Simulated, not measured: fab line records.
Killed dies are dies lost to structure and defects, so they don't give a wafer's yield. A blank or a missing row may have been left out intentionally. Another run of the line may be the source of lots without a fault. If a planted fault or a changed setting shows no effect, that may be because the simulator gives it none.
fab line records + flow n5_finfet
[record]
- lots = 10
- wafers = 28
- last_day = 18
route steps=1938 shown STI_FIN_REVEAL@196 DUMMY_GATE@214 BEOL_M4@1111 PASSIVATION@1936
lots that met no fault: from a run of the same line without faults
start_h: start of the lot's first displayed wafer, in hours after the record's first day + wait_h: how many hours have passed since the lot's step before this one + " unchanged from the row above + L1.1+2: several wafers, shown together as one row + - either no value or no given start + * or withheld: withheld + < > ~ a bound
route shown NAME@n: NAME is a module with steps in the file, n the number in the route of the first one + usual: average and standard deviation across the fault-free wafers + same: alike in all rows + chamber/n: place in a boat + sites: per-site readings + _std_site: their standard deviation + _edge_site: the outer-site mean with the inner-site mean subtracted + radius_mm: how far each site lies from the wafer's centre + mask NAME#n: copy n + behind: the last tool/chamber to shape the wafer + hold: the reason the lot was held/the length of the hold in hours/how it ended + device: the n, p or np transistor that did not switch + end of line: the route-end tests of the same wafers + a step given without rows: its recipe and nothing more + killed: the dies lost at the first sort to structure and to defects; this is not the yield of the wafer + map: per-die view of a wafer (x killed, . not killed, _ where there is no die)
set.NAME: the setting the step ran with; set.NAME@STEP: the setting that earlier step ran with + model.NAME: the simulator's own value behind a step, which no gauge read
a sample of lots followed through the steps of the route, with each step as a table and each wafer as a row
services: the hour from which a tool's chamber was out of use, counted from the record's first day as start_h (under 0 if before that day), plus the number of hours and why
[[steps]]
[step N5_STI_FIN_REVEAL_RECESS_09]
[recipe]
- chemistry = HF/NH3
- target = SiO2
- afs_cycles = 11
- target_depth_a = 425
- temp_c = 30
- sublimation_temp_c = 180
- sublimation_time_s = 60
[usual]
- drypump_motor_current_A = 5.9/0.35
| lot.wafer | tool          | chamber | start_h | wait_h | drypump_motor_current_A |
|-----------|---------------|---------|---------|--------|-------------------------|
| L220.2    | vapor_etch-01 | 0       | 47.20   | 0.0    | 5.4                     |
| L220.3    | "             | 1       | "       | "      | 5.6                     |
| L220.6    | "             | 0       | "       | "      | 5.4                     |
| L221.1    | vapor_etch-02 | 0       | 60.83   | 0.0    | 6.4                     |
| L221.2    | "             | 1       | "       | "      | 6.0                     |
| L221.4    | "             | 0       | "       | "      | 6.3                     |
| L224.2    | vapor_etch-01 | 1       | 72.65   | 0.0    | 5.6                     |
| L224.3    | "             | 0       | "       | "      | 5.4                     |
| L224.4    | "             | 1       | "       | "      | 5.6                     |
| L225.3    | vapor_etch-01 | 0       | 78.17   | 0.6    | 5.4                     |
| L225.4    | "             | 1       | "       | "      | 5.6                     |
| L226.2    | vapor_etch-01 | 1       | 83.54   | 0.0    | 5.6                     |
| L226.3    | "             | 1       | "       | "      | 5.6                     |
| L226.6    | "             | 0       | "       | "      | 5.4                     |
| L230.2    | vapor_etch-01 | 1       | 107.86  | 0.0    | 5.6                     |
| L230.5    | "             | 0       | 108.92  | 1.1    | 5.4                     |
| L234.1    | vapor_etch-02 | 0       | 132.27  | 0.0    | 6.3                     |
| L234.2    | "             | 1       | "       | "      | 6.0                     |
| L234.6    | "             | 0       | 133.33  | 1.1    | 6.3                     |
| L239.2    | vapor_etch-02 | 0       | 160.68  | 0.0    | 6.4                     |
| L239.4    | "             | 0       | "       | "      | 6.3                     |
| L239.5    | "             | 1       | "       | "      | 6.1                     |
| L240.1    | vapor_etch-01 | 1       | 166.83  | 0.0    | 5.7                     |
| L240.4    | "             | 1       | "       | "      | 5.7                     |
| L240.5    | "             | 1       | "       | "      | 5.7                     |
| L241.1    | vapor_etch-01 | 0       | 171.43  | 0.0    | 5.4                     |
| L241.4    | "             | 0       | "       | "      | 5.4                     |
| L241.6    | "             | 0       | "       | "      | 5.4                     |
[step N5_STI_FIN_REVEAL_ETCH_34]
[recipe]
- chemistry = H2
- mode = isotropic
- material = Si
- target = Si
- target_depth_a = 9.7
- temp_c = 20
- pressure_mtorr = 4.5
- icp_w = 300
- bias_w = 0
- h2_flow_sccm = 7.5
- he_flow_sccm = 142.5
[usual]
- drypump_motor_current_A = 5.6/0.35
- oes_product_au = 1.006/0.019
- throttle_valve_pct = 25.8/0.42
| lot.wafer | tool      | chamber | start_h | wait_h | drypump_motor_current_A | oes_product_au | rf_hours_counter_h | throttle_valve_pct |
|-----------|-----------|---------|---------|--------|-------------------------|----------------|--------------------|--------------------|
| L220.2    | rie_si-06 | 1       | 49.29   | 0.1    | 5.9                     | 0.994          | 91                 | 25.8               |
| L220.3    | "         | 3       | "       | "      | 5.6                     | 1.002          | 169                | 26.5               |
| L220.6    | "         | 1       | "       | "      | 5.9                     | 0.997          | -                  | 25.8               |
| L221.1    | rie_si-01 | 3       | 62.92   | 0.2    | 5.3                     | 0.976          | 85                 | 26.3               |
| L221.2    | "         | 1       | "       | "      | 5.5                     | 1.002          | 160                | 25.3               |
| L221.4    | "         | 2       | "       | "      | 5.0                     | 1.034          | 159                | 25.8               |
| L224.2    | rie_si-06 | 0       | 74.74   | 0.1    | 5.5                     | 0.981          | 87                 | 26.0               |
| L224.3    | "         | 2       | "       | "      | 5.6                     | 1.010          | 121                | 25.4               |
| L224.4    | "         | 3       | "       | "      | 5.6                     | 1.017          | 169                | 26.5               |
| L225.3    | rie_si-01 | 2       | 79.74   | 0.1    | 5.0                     | 1.032          | 159                | 25.8               |
| L225.4    | "         | 0       | "       | "      | 6.1                     | 0.993          | 78                 | 25.9               |
| L226.2    | rie_si-06 | 2       | 85.64   | 0.1    | 5.6                     | 1.014          | 122                | 25.4               |
| L226.3    | "         | 0       | "       | "      | 5.5                     | 0.987          | 87                 | 26.0               |
| L226.6    | "         | 2       | "       | "      | 5.7                     | 1.011          | -                  | 25.4               |
| L230.2    | rie_si-06 | 1       | 109.99  | 0.1    | 6.0                     | 1.015          | 92                 | 25.8               |
| L230.5    | "         | 3       | "       | "      | 5.7                     | 1.009          | -                  | 26.4               |
| L234.1    | rie_si-04 | 0       | 134.36  | 0.2    | 5.9                     | 1.036          | 118                | 26.2               |
| L234.2    | "         | 3       | "       | "      | 6.2                     | 1.020          | 36                 | 25.4               |
| L234.6    | "         | 2       | "       | "      | 5.1                     | 1.053          | -                  | 25.9               |
| L239.2    | rie_si-01 | 0       | 162.77  | 0.1    | 6.1                     | 0.999          | 79                 | 25.9               |
| L239.4    | "         | 3       | "       | "      | 5.3                     | 0.980          | -                  | 26.3               |
| L239.5    | "         | 1       | "       | "      | 5.5                     | 1.003          | -                  | 25.3               |
| L240.1    | rie_si-01 | 0       | 168.92  | 0.2    | 6.1                     | 1.013          | 79                 | 25.9               |
| L240.4    | "         | 0       | "       | "      | 6.1                     | 1.009          | -                  | 25.9               |
| L240.5    | "         | 2       | "       | "      | 4.9                     | 1.038          | -                  | 25.8               |
| L241.1    | rie_si-04 | 1       | 173.55  | 0.2    | 5.2                     | 0.981          | 0                  | 25.4               |
| L241.4    | "         | 2       | "       | "      | 5.1                     | 1.029          | 9                  | 26.0               |
| L241.6    | "         | 0       | "       | "      | 5.9                     | 1.019          | -                  | 26.2               |
[step N5_STI_FIN_REVEAL_FIN_H_MEAS_10]
[usual]
- trench_depth_nm = 51.7/0.84
| lot.wafer | tool   | chamber | start_h | wait_h | trench_depth_nm |
|-----------|--------|---------|---------|--------|-----------------|
| L220.2    | ocd-01 | -       | 49.90   | 0.0    | 51.6            |
| L220.3    | "      | -       | "       | "      | 52.1            |
| L220.6    | "      | -       | "       | "      | 52.4            |
| L221.1    | ocd-01 | -       | 63.53   | 0.0    | 52.0            |
| L221.2    | "      | -       | "       | "      | 51.0            |
| L221.4    | "      | -       | "       | "      | 50.9            |
| L224.2    | ocd-01 | -       | 75.35   | 0.0    | 52.4            |
| L224.3    | "      | -       | "       | "      | 51.8            |
| L224.4    | "      | -       | "       | "      | 51.8            |
| L225.3    | ocd-02 | -       | 80.34   | 0.0    | 57.1            |
| L225.4    | "      | -       | "       | "      | 51.9            |
| L226.2    | ocd-02 | -       | 86.25   | 0.0    | 57.4            |
| L226.3    | "      | -       | "       | "      | 57.5            |
| L226.6    | "      | -       | "       | "      | 52.3            |
| L230.2    | ocd-01 | -       | 110.59  | 0.0    | 58.6            |
| L230.5    | "      | -       | "       | "      | 53.0            |
| L234.1    | ocd-01 | -       | 134.97  | 0.0    | 51.9            |
| L234.2    | "      | -       | "       | "      | 51.5            |
| L234.6    | "      | -       | "       | "      | 50.9            |
| L239.2    | ocd-01 | -       | 163.38  | 0.0    | 50.2            |
| L239.4    | "      | -       | "       | "      | 51.3            |
| L239.5    | "      | -       | "       | "      | 51.9            |
| L240.1    | ocd-02 | -       | 169.54  | 0.0    | 51.2            |
| L240.4    | "      | -       | "       | "      | 52.8            |
| L240.5    | "      | -       | "       | "      | 51.5            |
| L241.1    | ocd-01 | -       | 174.16  | 0.0    | 51.5            |
| L241.4    | "      | -       | "       | "      | 51.8            |
| L241.6    | "      | -       | "       | "      | 51.8            |
[step N5_DUMMY_GATE_ALD_02]
[recipe]
- material = SiO2
- target_thk_a = 20
- temp_c = 300
- ald_precursor_family = BDEAS
- ald_co_reactant = O2-plasma
- pulse_time_s = 1
- pressure_torr = 2
[usual]
- chamber_pressure_Torr = 2.000/0.0047
- heater_power_w = 452/42
- precursor_pulse_height_rel = 1.000/0.02
| lot.wafer | tool       | chamber | start_h | wait_h | chamber_pressure_Torr | heater_power_w | precursor_pulse_height_rel |
|-----------|------------|---------|---------|--------|-----------------------|----------------|----------------------------|
| L220.2    | ald_sin-01 | 1       | 51.47   | 1.4    | 2.006                 | 390            | 0.952                      |
| L220.3    | "          | 2       | "       | "      | 2.002                 | 548            | 1.034                      |
| L220.6    | "          | 0       | "       | "      | 2.002                 | 465            | 1.045                      |
| L221.1    | ald_sin-03 | 2       | 64.52   | 0.8    | 1.996                 | 420            | 0.997                      |
| L221.2    | "          | 1       | "       | "      | 2.009                 | 408            | 0.985                      |
| L221.4    | "          | 0       | "       | "      | 2.004                 | 520            | 0.986                      |
| L224.2    | ald_sin-03 | 3       | 75.53   | 0.0    | 1.996                 | 464            | 1.012                      |
| L224.3    | "          | 1       | "       | "      | 2.008                 | 397            | 1.008                      |
| L224.4    | "          | 0       | "       | "      | 1.999                 | 513            | 1.014                      |
| L225.3    | ald_sin-01 | 1       | 81.03   | 0.5    | 2.003                 | 394            | 1.004                      |
| L225.4    | "          | 2       | "       | "      | 2.012                 | 524            | 1.023                      |
| L226.2    | ald_sin-03 | 1       | 86.43   | 0.0    | 1.997                 | 407            | 1.005                      |
| L226.3    | "          | 2       | "       | "      | 2.004                 | 432            | 1.005                      |
| L226.6    | "          | 0       | "       | "      | 2.002                 | 501            | 1.006                      |
| L230.2    | ald_sin-01 | 3       | 110.78  | 0.0    | 2.008                 | 441            | 0.997                      |
| L230.5    | "          | 0       | "       | "      | 2.003                 | 456            | 1.006                      |
| L234.1    | ald_sin-03 | 2       | 135.15  | 0.0    | 2.004                 | 425            | 0.998                      |
| L234.2    | "          | 3       | "       | "      | 2.000                 | 451            | 0.979                      |
| L234.6    | "          | 0       | "       | "      | 2.008                 | 518            | 0.965                      |
| L239.2    | ald_sin-02 | 3       | 163.62  | 0.0    | 1.995                 | 425            | 0.979                      |
| L239.4    | "          | 0       | "       | "      | 2.007                 | 448            | 1.026                      |
| L239.5    | "          | 0       | "       | "      | 2.006                 | 436            | 1.012                      |
| L240.1    | ald_sin-03 | 2       | 169.72  | 0.0    | 1.995                 | 429            | 1.008                      |
| L240.4    | "          | 0       | "       | "      | 2.000                 | 501            | 1.007                      |
| L240.5    | "          | 0       | "       | "      | 1.998                 | 526            | 0.971                      |
| L241.1    | ald_sin-01 | 3       | 174.97  | 0.7    | 1.999                 | 446            | 1.006                      |
| L241.4    | "          | 1       | "       | "      | 2.002                 | 394            | 1.006                      |
| L241.6    | "          | 2       | "       | "      | 2.000                 | 533            | 1.020                      |
[step N5_DUMMY_GATE_CMP_04]
[recipe]
- material = a-Si
- post_cmp_clean = alkaline_brush
[usual]
- motor_current_A = 9.9/1.1
- slurry_flow_ml_min = 150.0/0.48
- time_to_endpoint_s = 14.1/2.6
| lot.wafer | tool   | chamber | start_h | wait_h | motor_current_A | slurry_flow_ml_min | time_to_endpoint_s |
|-----------|--------|---------|---------|--------|-----------------|--------------------|--------------------|
| L220.2    | cmp-04 | 2       | 55.33   | 0.0    | 11.1            | 149.3              | 15.0               |
| L220.3    | "      | 1       | "       | "      | 10.8            | 150.2              | 10.8               |
| L220.6    | "      | 3       | "       | "      | 8.2             | 149.2              | 17.0               |
| L221.2    | cmp-03 | 2       | 68.39   | 0.1    | 10.2            | 149.4              | 11.2               |
| L221.1    | "      | 3       | "       | "      | 10.2            | 149.7              | 9.4                |
| L221.4    | "      | 0       | "       | "      | 11.6            | 149.3              | 13.7               |
| L224.3    | cmp-01 | 0       | 81.21   | 0.0    | 10.6            | 148.9              | 18.3               |
| L224.4    | "      | 2       | "       | "      | 10.0            | 150.1              | 16.3               |
| L224.2    | "      | 3       | "       | "      | 8.8             | 150.3              | 18.5               |
| L225.4    | cmp-04 | 3       | 84.91   | 0.1    | 8.1             | 149.3              | 16.0               |
| L225.3    | "      | 1       | "       | "      | 10.6            | 150.2              | 12.9               |
| L226.2    | cmp-04 | 1       | 90.35   | 0.1    | 11.2            | 149.7              | 12.9               |
| L226.3    | "      | 2       | "       | "      | 11.6            | 150.3              | 12.3               |
| L226.6    | "      | 3       | "       | "      | 8.3             | 150.8              | 15.5               |
| L230.2    | cmp-04 | 2       | 114.65  | 0.1    | 11.0            | 150.0              | 14.5               |
| L230.5    | "      | 2       | "       | "      | 11.4            | 149.7              | 11.2               |
| L234.2    | cmp-03 | 3       | 142.14  | 0.1    | 9.7             | 150.5              | 10.8               |
| L234.1    | "      | 0       | "       | "      | 12.2            | 149.4              | 10.1               |
| L234.6    | "      | 3       | "       | "      | 9.9             | 150.7              | 9.6                |
| L239.4    | cmp-01 | 3       | 168.33  | 0.0    | 8.6             | 149.6              | 17.3               |
| L239.2    | "      | 2       | "       | "      | 9.5             | 150.6              | 13.8               |
| L239.5    | "      | 0       | "       | "      | 10.1            | 150.1              | 18.6               |
| L240.4    | cmp-03 | 3       | 176.33  | 0.1    | 10.3            | 150.0              | 11.1               |
| L240.1    | "      | 1       | "       | "      | 10.7            | 150.7              | 16.4               |
| L240.5    | "      | 3       | "       | "      | 9.2             | 149.8              | 11.8               |
| L241.4    | cmp-01 | 0       | 180.67  | 0.1    | 10.5            | 149.7              | 19.9               |
| L241.1    | "      | 1       | "       | "      | 8.9             | 150.0              | 16.7               |
| L241.6    | "      | 3       | "       | "      | 9.0             | 150.3              | 16.6               |
[step N5_BEOL_M4_RC_MEAS_101]
[usual]
- DIBL_N = 35.9/1.4
- DIBL_P = 35.9/1.7
- IOFF_N = 0.160/0.026
- IOFF_P = 0.21/0.036
- ION_N = 672/11
- ION_P = 461/8.1
- SS_N = 71.4/0.54
- SS_P = 73.2/0.67
- VT_N = 249.3/2.7
- VT_P = -250/3.9
| lot.wafer | tool      | chamber | start_h | wait_h | DIBL_N[mV/V] | DIBL_P[mV/V] | IOFF_N[nA/um] | IOFF_P[nA/um] | ION_N[uA/um] | ION_P[uA/um] | SS_N[mV/dec] | SS_P[mV/dec] | VT_N[mV] | VT_P[mV] |
|-----------|-----------|---------|---------|--------|--------------|--------------|---------------|---------------|--------------|--------------|--------------|--------------|----------|----------|
| L220.2    | prober-01 | 0       | 192.44  | 0.2    | 34.8         | 34.6         | 0.127         | 0.20          | 660          | 460          | 71.4         | 71.7         | 253.8    | -248     |
| L220.3    | "         | 0       | "       | "      | 36.4         | 37.3         | 0.172         | 0.26          | 683          | 474          | 71.5         | 73.3         | 250.2    | -246     |
| L220.6    | "         | 0       | "       | "      | 32.5         | 32.9         | 0.114         | 0.19          | 669          | 470          | 70.7         | 72.3         | 250.5    | -247     |
| L221.1    | prober-02 | 0       | 196.80  | 0.0    | 36.3         | 36.2         | 0.161         | 0.22          | 674          | 462          | 71.1         | 74.1         | 249.6    | -247     |
| L221.2    | "         | 0       | "       | "      | 38.0         | 39.1         | 0.208         | 0.28          | 682          | 465          | 72.0         | 73.7         | 246.3    | -248     |
| L221.4    | "         | 0       | "       | "      | 36.7         | 35.7         | 0.169         | 0.21          | 674          | 454          | 71.8         | 73.2         | 250.4    | -247     |
| L224.2    | prober-01 | 0       | 197.59  | 0.2    | 35.8         | 37.4         | 0.168         | 0.24          | 689          | 473          | 71.4         | 73.3         | 248.0    | -249     |
| L224.3    | "         | 0       | "       | "      | 37.2         | 38.3         | 0.183         | 0.24          | 681          | 463          | 71.7         | 73.6         | 246.9    | -247     |
| L224.4    | "         | 0       | "       | "      | 35.4         | 36.6         | 0.158         | 0.21          | 666          | 459          | 70.7         | 73.8         | 249.3    | -252     |
| L225.3    | prober-01 | 0       | 208.99  | 0.3    | 35.4         | 35.3         | 0.157         | 0.22          | 718          | 502          | 71.0         | 73.0         | 247.6    | -247     |
| L225.4    | "         | 0       | "       | "      | 35.4         | 33.7         | 0.149         | 0.19          | 678          | 465          | 71.2         | 72.4         | 249.2    | -250     |
| L226.2    | prober-02 | 0       | 222.69  | 0.2    | 35.6         | 36.8         | 0.167         | 0.19          | 724          | 485          | 70.4         | 73.8         | 247.9    | -254     |
| L226.3    | "         | 0       | "       | "      | 33.9         | 34.5         | 0.131         | 0.15          | 712          | 486          | 71.1         | 72.7         | 248.6    | -256     |
| L226.6    | "         | 0       | "       | "      | 36.5         | 36.9         | 0.172         | 0.20          | 679          | 463          | 70.6         | 73.3         | 248.2    | -251     |
| L230.2    | prober-02 | 0       | 250.19  | 0.2    | 34.8         | 35.7         | 0.155         | 0.20          | 730          | 493          | 71.3         | 72.7         | 247.8    | -250     |
| L230.5    | "         | 0       | "       | "      | 36.1         | 36.8         | 0.169         | 0.21          | 687          | 463          | 71.7         | 72.5         | 245.5    | -251     |
| L234.1    | prober-01 | 0       | 265.84  | 0.0    | 36.9         | 35.9         | 0.178         | 0.21          | 678          | 461          | 72.2         | 73.9         | 247.4    | -249     |
| L234.2    | "         | 0       | "       | "      | 35.4         | 34.5         | 0.158         | 0.20          | 664          | 453          | 72.0         | 72.6         | 249.4    | -252     |
| L234.6    | "         | 0       | "       | "      | 35.4         | 34.0         | 0.147         | 0.18          | 662          | 445          | 71.9         | 73.1         | 252.3    | -254     |
| L239.2    | prober-02 | 0       | 291.75  | 0.2    | 40.2         | 39.1         | 0.228         | 0.27          | 677          | 468          | 72.5         | 74.4         | 246.0    | -248     |
| L239.4    | "         | 0       | "       | "      | 35.4         | 34.9         | 0.132         | 0.19          | 672          | 462          | 70.7         | 72.5         | 252.0    | -254     |
| L239.5    | "         | 0       | "       | "      | 37.4         | 37.0         | 0.165         | 0.22          | 682          | 465          | 71.2         | 73.3         | 247.7    | -249     |
| L240.1    | prober-01 | 0       | 309.69  | 0.0    | 36.2         | 37.0         | 0.186         | 0.23          | 670          | 458          | 72.1         | 73.9         | 245.1    | -248     |
| L240.4    | "         | 0       | "       | "      | 35.4         | 37.1         | 0.171         | 0.22          | 690          | 465          | 71.6         | 74.4         | 248.0    | -250     |
| L240.5    | "         | 0       | "       | "      | 34.2         | 34.5         | 0.136         | 0.18          | 660          | 451          | 71.1         | 72.8         | 251.7    | -253     |
| L241.1    | prober-02 | 0       | 316.26  | 0.0    | 36.1         | 36.2         | 0.149         | 0.18          | 665          | 456          | 71.0         | 72.9         | 252.6    | -253     |
| L241.4    | "         | 0       | "       | "      | 35.0         | 35.4         | 0.136         | 0.17          | 678          | 459          | 70.9         | 73.7         | 253.1    | -255     |
| L241.6    | "         | 0       | "       | "      | 38.2         | 39.4         | 0.190         | 0.24          | 675          | 462          | 71.5         | 74.2         | 249.5    | -248     |
[step N5_PASSIVATION_PROBE_49]
[usual]
- defect_limited_yield = 90.9/1.5
- killed_at_M0_to_M3 = 35/10
- killed_at_M4_up = 14/5.2
- killed_at_contacts = 13/7.3
- killed_at_front_end = 42/12
- killed_at_other = 3.4/2.5
- killed_dies = 108/18
- killed_open = 70/13
- killed_short = 35/8
- sort_bin_5_function = 5.4/1
- sort_bin_6_memory = 3.4/0.71
- sort_bin_8_speed = 0.00/0.0099
- sort_n_pass = 1072/18
- sort_yield_pct = 90.9/1.5
[same]
- gross_dies = 1180
- killed_at_back_side = 0
- sort_bin_4_leakage[%] = 0
| lot.wafer | tool      | chamber | start_h | wait_h | defect_limited_yield[%] | killed_at_M0_to_M3 | killed_at_M4_up | killed_at_contacts | killed_at_front_end | killed_at_other | killed_dies | killed_open | killed_short | sort_bin_5_function[%] | sort_bin_6_memory[%] | sort_bin_8_speed[%] | sort_n_pass | sort_yield_pct[%] |
|-----------|-----------|---------|---------|--------|-------------------------|--------------------|-----------------|--------------------|---------------------|-----------------|-------------|-------------|--------------|------------------------|----------------------|---------------------|-------------|-------------------|
| L220.2    | prober-01 | -       | 294.16  | 0.1    | 92.0                    | 38                 | 13              | 6                  | 28                  | 9               | 94          | 58          | 28           | 4.9                    | 2.5                  | 0                   | 1086        | 92.0              |
| L220.3    | prober-01 | -       | 294.21  | 0.1    | 92.2                    | 38                 | 13              | 18                 | 22                  | 1               | 92          | 60          | 28           | 4.5                    | 3.1                  | 0                   | 1088        | 92.2              |
| L220.6    | prober-01 | -       | 294.36  | 0.3    | 92.5                    | 32                 | 11              | 19                 | 25                  | 2               | 89          | 58          | 29           | 4.1                    | 2.9                  | 0                   | 1091        | 92.5              |
| L225.4    | prober-02 | -       | 321.12  | 0.2    | 90.3                    | 46                 | 13              | 18                 | 37                  | 0               | 114         | 75          | 35           | 5.7                    | 3.5                  | 0                   | 1066        | 90.3              |
// killed by level:class
L220.2 BEOL_M0_SAQP:geometric_particle:open=9 STI_FIN_REVEAL:geometric_particle:open=7 BEOL_M3:geometric_particle:open=6 PASS1_CAP:geometric_particle:short=6 FIN_SAQP:geometric_particle:open=5 MOL_CONTACT_COAG:geometric_particle:open=5 BEOL_M0:geometric_particle:open=5 BEOL_M1:geometric_particle:open=4
L220.3 MOL_CONTACT_COAG:geometric_particle:open=13 BEOL_M1:geometric_particle:open=9 FIN_SAQP:geometric_particle:open=6 BEOL_M1:geometric_particle:short=5 BEOL_M3:geometric_particle:open=5 MOL_CONTACT_COAG:geometric_particle:short=4 BEOL_M0_SAQP:geometric_particle:short=4 BEOL_M0:geometric_particle:open=4
L220.6 MOL_CONTACT_COAG:geometric_particle:open=17 BEOL_M3:geometric_particle:open=11 FIN_SAQP:geometric_particle:open=9 BEOL_M1:geometric_particle:open=5 BEOL_M0_SAQP:geometric_particle:short=4 BEOL_M1:geometric_particle:short=4 BEOL_M4:geometric_particle:open=4 FIN_SAQP:geometric_particle:short=3
L225.4 BEOL_M0_SAQP:geometric_particle:short=15 MOL_CONTACT_COAG:geometric_particle:open=14 BEOL_M2:geometric_particle:open=9 BEOL_M0_SAQP:geometric_particle:open=8 DUMMY_GATE:geometric_particle:open=7 BEOL_M3:geometric_particle:open=6 BEOL_M4:geometric_particle:open=5 STARTING-WAFER:geometric_particle:short=5
[[services]]
| tool       | chamber | start_h | hours | kind   |
|------------|---------|---------|-------|--------|
| cmp-03     | -       | 24.30   | 3.7   | repair |
| cmp-03     | -       | 30.48   | 0.5   | repair |
| cmp-04     | -       | 31.08   | 3.1   | repair |
| rie_si-01  | 1       | 37.98   | 9.0   | repair |
| ald_sin-03 | 3       | 42.21   | 1.8   | repair |
| ald_sin-02 | -       | 44.44   | 6.1   | pm     |
| ald_sin-03 | -       | 44.84   | 14.6  | pm     |
| cmp-03     | -       | 48.56   | 1.9   | repair |
| cmp-03     | -       | 51.56   | 4.0   | pm     |
| ald_sin-02 | -       | 52.11   | 6.0   | pm     |
| ald_sin-02 | 2       | 64.17   | 2.7   | repair |
| cmp-01     | -       | 66.70   | 2.0   | repair |
| cmp-01     | -       | 76.65   | 2.6   | repair |
| rie_si-01  | -       | 82.92   | 15.6  | pm     |
| ald_sin-01 | -       | 93.35   | 1.7   | repair |
| ald_sin-03 | 2       | 102.83  | 8.4   | repair |
| cmp-01     | -       | 107.01  | 4.6   | pm     |
| cmp-01     | -       | 118.11  | 4.1   | repair |
| rie_si-04  | 3       | 142.13  | 1.4   | repair |
| rie_si-01  | 3       | 145.68  | 7.2   | repair |
| cmp-04     | -       | 158.07  | 4.0   | pm     |
| rie_si-01  | 2       | 162.76  | 3.4   | repair |
| cmp-04     | -       | 163.54  | 6.9   | pm     |
| rie_si-01  | 3       | 167.42  | 20.4  | repair |
[[key]]
[first_sign]
- step = N5_STI_FIN_REVEAL_FIN_H_MEAS_10
- reading = trench_depth_nm
- direction = up
- sigmas = 7.1
- usual = 51.7
- struck = 57.6
[effect]
- step = N5_BEOL_M4_RC_MEAS_101
- reading = ION_N
- direction = up
- sigmas = 4.6
- usual = 672
- struck = 721
[effect]
- step = N5_BEOL_M4_RC_MEAS_101
- reading = ION_P
- direction = up
- sigmas = 3.8
- usual = 461
- struck = 492
met_at N5_STI_FIN_REVEAL_RECESS_09
struck_lots L225,L226,L230
struck_wafers L225.3,L226.2,L226.3,L230.2
not_acting_at N5_STI_FIN_REVEAL_ETCH_34,N5_DUMMY_GATE_ALD_02,N5_DUMMY_GATE_CMP_04
onset_between 72.65 78.17
[fault]
- kind = process_parameter_drift
- tool = vapor_etch-01
- chamber = -
- onset_h = 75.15
- steps = N5_STI_FIN_REVEAL_RECESS_09
- channel = target_depth_a
- offset = 51.545
- shape = step
- end_h = 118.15
- scope = struck_wafers_only
- acts_in = these_recipes_only
- stated = 425
